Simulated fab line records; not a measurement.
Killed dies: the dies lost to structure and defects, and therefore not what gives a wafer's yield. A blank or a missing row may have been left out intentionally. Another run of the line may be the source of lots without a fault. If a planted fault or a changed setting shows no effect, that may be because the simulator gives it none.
Matching of chambers + flow nand_harc + rie_diel-04 running NHARC_A_BLC_STRIP_29: 4 sister chambers
The step strips in CF4. 33 wafers are shown with their chamber, then 12 later ones without.

== WAFERS PAIRED WITH THEIR CHAMBERS ==
| wafer  | chamber | showerhead_plenum_p_Torr (Torr) | drypump_motor_current_A (A) | rf_vpp_V (V) |
|--------|---------|---------------------------------|-----------------------------|--------------|
| L074.1 | 1       | 1.76                            | 5.3                         | 59.0         |
| L074.3 | 0       | 1.76                            | 5.5                         | 59.1         |
| L074.4 | 3       | 1.65                            | 5.5                         | 58.9         |
| L074.2 | 2       | 1.88                            | 6.2                         | 59.1         |
| L074.5 | 2       | 1.88                            | 6.2                         | 59.5         |
| L074.6 | 1       | 1.76                            | 5.2                         | 57.9         |
| L077.1 | 3       | 1.65                            | 5.5                         | 58.9         |
| L077.2 | 2       | 1.88                            | 6.2                         | 60.2         |
| L077.3 | 1       | 1.76                            | 5.3                         | 58.6         |
| L077.4 | 0       | 1.76                            | 5.5                         | 60.5         |
| L077.5 | 0       | 1.76                            | 5.5                         | 59.3         |
| L077.6 | 3       | 1.65                            | 5.5                         | 58.5         |
| L079.2 | 3       | 1.65                            | 5.5                         | 58.4         |
| L079.3 | 0       | 1.76                            | 5.5                         | 60.3         |
| L079.6 | 2       | 1.87                            | 6.2                         | 60.0         |
| L080.1 | 3       | 1.65                            | 5.5                         | 59.3         |
| L080.4 | 2       | 1.87                            | 6.3                         | 59.4         |
| L080.6 | 1       | 1.76                            | 5.3                         | 59.0         |
| L082.1 | 2       | 1.87                            | 6.3                         | 60.0         |
| L082.2 | 1       | 1.76                            | 5.2                         | 59.6         |
| L082.4 | 0       | 1.76                            | 5.4                         | 58.9         |
| L084.3 | 1       | 1.76                            | 5.3                         | 59.7         |
| L084.5 | 0       | 1.76                            | 5.5                         | 59.8         |
| L084.6 | 1       | 1.76                            | 5.3                         | 59.5         |
| L088.2 | 0       | 1.76                            | 5.5                         | 59.8         |
| L088.3 | 2       | 1.87                            | 6.2                         | 60.0         |
| L088.6 | 1       | 1.76                            | 5.3                         | 60.4         |
| L091.1 | 0       | 1.76                            | 5.5                         | 59.5         |
| L091.3 | 2       | 1.87                            | 6.3                         | 59.3         |
| L091.4 | 1       | 1.76                            | 5.3                         | 59.6         |
| L091.2 | 3       | 1.65                            | 5.5                         | 58.2         |
| L091.5 | 3       | 1.65                            | 5.5                         | 57.2         |
| L091.6 | 2       | 1.87                            | 6.2                         | 60.1         |

SIGNATURES (averages over the wafers above)
| reading                  | chamber 0 | chamber 1 | chamber 2 | chamber 3 | scatter within a chamber |
|--------------------------|-----------|-----------|-----------|-----------|--------------------------|
| showerhead_plenum_p_Torr | 1.7600    | 1.7600    | 1.8733    | 1.6500    | 0.00263                  |
| drypump_motor_current_A  | 5.487     | 5.278     | 6.233     | 5.500     | 0.0391                   |
| rf_vpp_V                 | 59.650    | 59.256    | 59.733    | 58.486    | 0.601                    |
Rule: distance of a wafer from a chamber = root of the sum over the readings of ((wafer's reading minus chamber's mean) / reading's scatter) squared. The wafer belongs to the nearest chamber; if the next one is less than 2 further off, it can't be placed. The scatter: take each reading less its chamber's mean, square it, sum over the shown wafers, divide by the number of wafers less the number of chambers, and take the root.

== WAFERS MISSING THEIR CHAMBER ==
| wafer  | showerhead_plenum_p_Torr (Torr) | drypump_motor_current_A (A) | rf_vpp_V (V) |
|--------|---------------------------------|-----------------------------|--------------|
| L092.1 | 1.76                            | 5.5                         | 59.6         |
| L092.4 | 1.76                            | 5.2                         | 60.2         |
| L092.5 | 1.65                            | 5.5                         | 58.7         |
| L093.1 | 1.87                            | 6.2                         | 59.1         |
| L093.5 | 1.87                            | 6.2                         | 59.9         |
| L093.6 | 1.76                            | 5.3                         | 58.8         |
| L094.2 | 1.76                            | 5.5                         | 58.6         |
| L094.3 | 1.87                            | 6.2                         | 60.6         |
| L094.5 | 1.76                            | 5.5                         | 56.5         |
| L097.2 | 1.65                            | 5.5                         | 58.8         |
| L097.4 | 1.87                            | 6.2                         | 61.8         |
| L097.6 | 1.87                            | 6.2                         | 59.3         |

== THE CHAMBER EACH PASSED THROUGH ==
| wafer  | from the rows above | in truth |
|--------|---------------------|----------|
| L092.1 | 0                   | 0        |
| L092.4 | 1                   | 1        |
| L092.5 | 3                   | 3        |
| L093.1 | 2                   | 2        |
| L093.5 | 2                   | 2        |
| L093.6 | 1                   | 1        |
| L094.2 | 0                   | 0        |
| L094.3 | 2                   | 2        |
| L094.5 | 0                   | 0        |
| L097.2 | 3                   | 3        |
| L097.4 | 2                   | 2        |
| L097.6 | 2                   | 2        |
Correct placement for 12 of the 12. Left unplaced by these rows: 0. Number placed wrongly: 0.
